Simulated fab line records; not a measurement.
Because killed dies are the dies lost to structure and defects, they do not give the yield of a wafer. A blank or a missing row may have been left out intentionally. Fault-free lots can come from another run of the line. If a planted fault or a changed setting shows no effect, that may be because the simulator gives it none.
Problem report, 8D (eight disciplines) form, completed by code :: flow nandHarc :: the parts of the form that need people (team, actions taken, sign-off) are left out

== 1. THE ISSUE ==
Mean VT_DECK2_MIDDLE at NHARC_END_WLT_00: 5.981 over 6 wafers in 2 lots; fault-free wafers: 0.884, standard deviation 0.0063. So: +99 or more standard deviations from the usual mean.
First observed at day 31 01:32: wafer L968.2, on prober-01. Wafers with a number at this step in the record: 27, from 9 lots. Rule for "out" (also "out of limits"): further than 4 standard deviations from the usual mean. All remaining wafers that have a number are taken as sound.

== 2. WHAT IT IS, WHAT IT ISN'T ==
question: which readings at this step
is: VT_DECK2_MIDDLE, VT_DECK1_BOTTOM, VT_DECK1_BOTTOM_INNER, VT_DECK1_MEDIAN_NEAR_BOTTOM, VT_DECK1_MEDIAN_NEAR_BOTTOM_INNER, VT_DECK1_MIDDLE, VT_DECK1_MIDDLE_INNER, VT_DECK1_TOP, VT_DECK1_TOP_INNER, VT_DECK2_BOTTOM, VT_DECK2_BOTTOM_INNER, VT_DECK2_MEDIAN_NEAR_BOTTOM, VT_DECK2_MEDIAN_NEAR_BOTTOM_INNER, VT_DECK2_MIDDLE_INNER, VT_DECK2_TOP, VT_DECK2_TOP_INNER
is not: -

question: which lots
is: L968, L970
is not: L955, L956, L959, L960, L971, L973, L974

question: which wafers of those lots
is: all that have a number
is not: -

question: read on which gauges
is: prober-01
is not: prober-02

question: when
is: from day 31 01:32
is not: up to then (12 sound wafers); but 9 sound wafers of L971, L973, L974 came after

== 3. WHAT RULES OUT EACH SUSPECT ==
Counting: any tool at a process step up to the reading is kept as a suspect provided that every lot that is out went through it and no sound lot did after the first of them.
- the gauge at NHARC_END_WLT_00: kept. All the wafers that are out were read on prober-01, and no step on other tools shows them out.
- rieDiel-09 at NHARC_A_CHANNEL_HOLE_D2_ETCH_34 (etches the open film in CF4/CHF3, target depth 154 nm, time 77 s): ruled out as a lasting fault. Following L968 (day 19 21:25), the first lot on it that is out, the sound lots L971 were run on it. With no start given for some of its lots, NHARC_A_CHANNEL_HOLE_D2_ETCH_34 uses the hours and lot order of NHARC_A_CHANNEL_HOLE_D2_ETCH_20.
- harEtch-02 at NHARC_A_CHANNEL_HOLE_D2_ETCH_20 (etches the open film in C4F8/O2/Ar, time 361.9 s, target depth 1600 nm): ruled out as a lasting fault. Following L968 (day 19 21:25), the first lot on it that is out, the sound lots L971, L973 were run on it.
- harEtch-02 at NHARC_A_CHANNEL_HOLE_D2_ETCH_25 (etches the open film in C4F8/O2/Ar, time 1040.2 s, target depth 1500 nm): ruled out as a lasting fault. Following L968 (day 20 00:16), the first lot on it that is out, the sound lots L971, L973 were run on it.
- aldHk-04 at NHARC_A_CHANNEL_FILL_D2_ALD_02 (deposits SiO2, target thk 6 nm, pulse time 10 s, ald cycles 60): ruled out as a lasting fault. Following L968 (day 20 03:08), the first lot on it that is out, the sound lots L971, L973 were run on it.
Remaining after the count: prober-01 at NHARC_END_WLT_00.

== 4. THE CAUSE (what the simulator had put in) ==
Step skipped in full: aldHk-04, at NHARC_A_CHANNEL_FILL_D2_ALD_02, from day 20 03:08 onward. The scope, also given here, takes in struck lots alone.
Counting ruled it out, wrongly: the rule takes a fault to strike every lot that its tool runs from its start on, and this one did not.

== 5. THE EFFECT CHAIN, in route order ==
Each row: a reading whose mean over the struck wafers that have a number lies more than 3 standard deviations from the usual. Readings are gone through only where the record gives a usual standard deviation; hours: the median, over the lots, of the time from a lot's start at the first step in this table giving one to that lot's start at this step; sigmas: the change measured in usual standard deviations.
hours: 0
step: NHARC_END_WLT_00
reading: VT_DECK1_BOTTOM
usual: 0.866
on struck wafers: 6.003
change: +5.137
sigmas: +99 or more

hours: 0
step: NHARC_END_WLT_00
reading: VT_DECK1_BOTTOM_INNER
usual: 0.867
on struck wafers: 6.046
change: +5.179
sigmas: +99 or more

hours: 0
step: NHARC_END_WLT_00
reading: VT_DECK1_MEDIAN_NEAR_BOTTOM
usual: 0.868
on struck wafers: 5.993
change: +5.125
sigmas: +99 or more

hours: 0
step: NHARC_END_WLT_00
reading: VT_DECK1_MEDIAN_NEAR_BOTTOM_INNER
usual: 0.868
on struck wafers: 6.003
change: +5.135
sigmas: +99 or more

hours: 0
step: NHARC_END_WLT_00
reading: VT_DECK1_MIDDLE
usual: 0.879
on struck wafers: 5.988
change: +5.109
sigmas: +99 or more

hours: 0
step: NHARC_END_WLT_00
reading: VT_DECK1_MIDDLE_INNER
usual: 0.879
on struck wafers: 5.997
change: +5.118
sigmas: +99 or more

hours: 0
step: NHARC_END_WLT_00
reading: VT_DECK1_TOP
usual: 0.890
on struck wafers: 6.008
change: +5.119
sigmas: +99 or more

hours: 0
step: NHARC_END_WLT_00
reading: VT_DECK1_TOP_INNER
usual: 0.890
on struck wafers: 6.003
change: +5.114
sigmas: +99 or more

hours: 0
step: NHARC_END_WLT_00
reading: VT_DECK2_BOTTOM
usual: 0.871
on struck wafers: 5.989
change: +5.118
sigmas: +99 or more

hours: 0
step: NHARC_END_WLT_00
reading: VT_DECK2_BOTTOM_INNER
usual: 0.871
on struck wafers: 5.997
change: +5.126
sigmas: +99 or more

hours: 0
step: NHARC_END_WLT_00
reading: VT_DECK2_MEDIAN_NEAR_BOTTOM
usual: 0.872
on struck wafers: 6.001
change: +5.129
sigmas: +99 or more

hours: 0
step: NHARC_END_WLT_00
reading: VT_DECK2_MEDIAN_NEAR_BOTTOM_INNER
usual: 0.872
on struck wafers: 6.005
change: +5.133
sigmas: +99 or more

hours: 0
step: NHARC_END_WLT_00
reading: VT_DECK2_MIDDLE
usual: 0.884
on struck wafers: 5.981
change: +5.097
sigmas: +99 or more

hours: 0
step: NHARC_END_WLT_00
reading: VT_DECK2_MIDDLE_INNER
usual: 0.885
on struck wafers: 6.010
change: +5.125
sigmas: +99 or more

hours: 0
step: NHARC_END_WLT_00
reading: VT_DECK2_TOP
usual: 0.896
on struck wafers: 5.994
change: +5.098
sigmas: +99 or more

hours: 0
step: NHARC_END_WLT_00
reading: VT_DECK2_TOP_INNER
usual: 0.897
on struck wafers: 6.008
change: +5.111
sigmas: +99 or more
Readings that are blank on the struck wafers while sound wafers have them: heaterPowerOuterW at NHARC_A_CHANNEL_FILL_D2_ALD_02; heaterPowerW at NHARC_A_CHANNEL_FILL_D2_ALD_02; precursorPulseHeightRel at NHARC_A_CHANNEL_FILL_D2_ALD_02.

== 6. WHAT WOULD HAVE CAUGHT IT SOONER ==
In this record the first reading out of limits at a measuring or inspecting step was taken at day 31 01:32, 262 hours after the fault began at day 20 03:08.
At NHARC_A_CHANNEL_FILL_D2_ALD_02 the tool's readings are blank on the struck wafers, where sound wafers have them: an empty tool record is the first sign, and it was there at once.
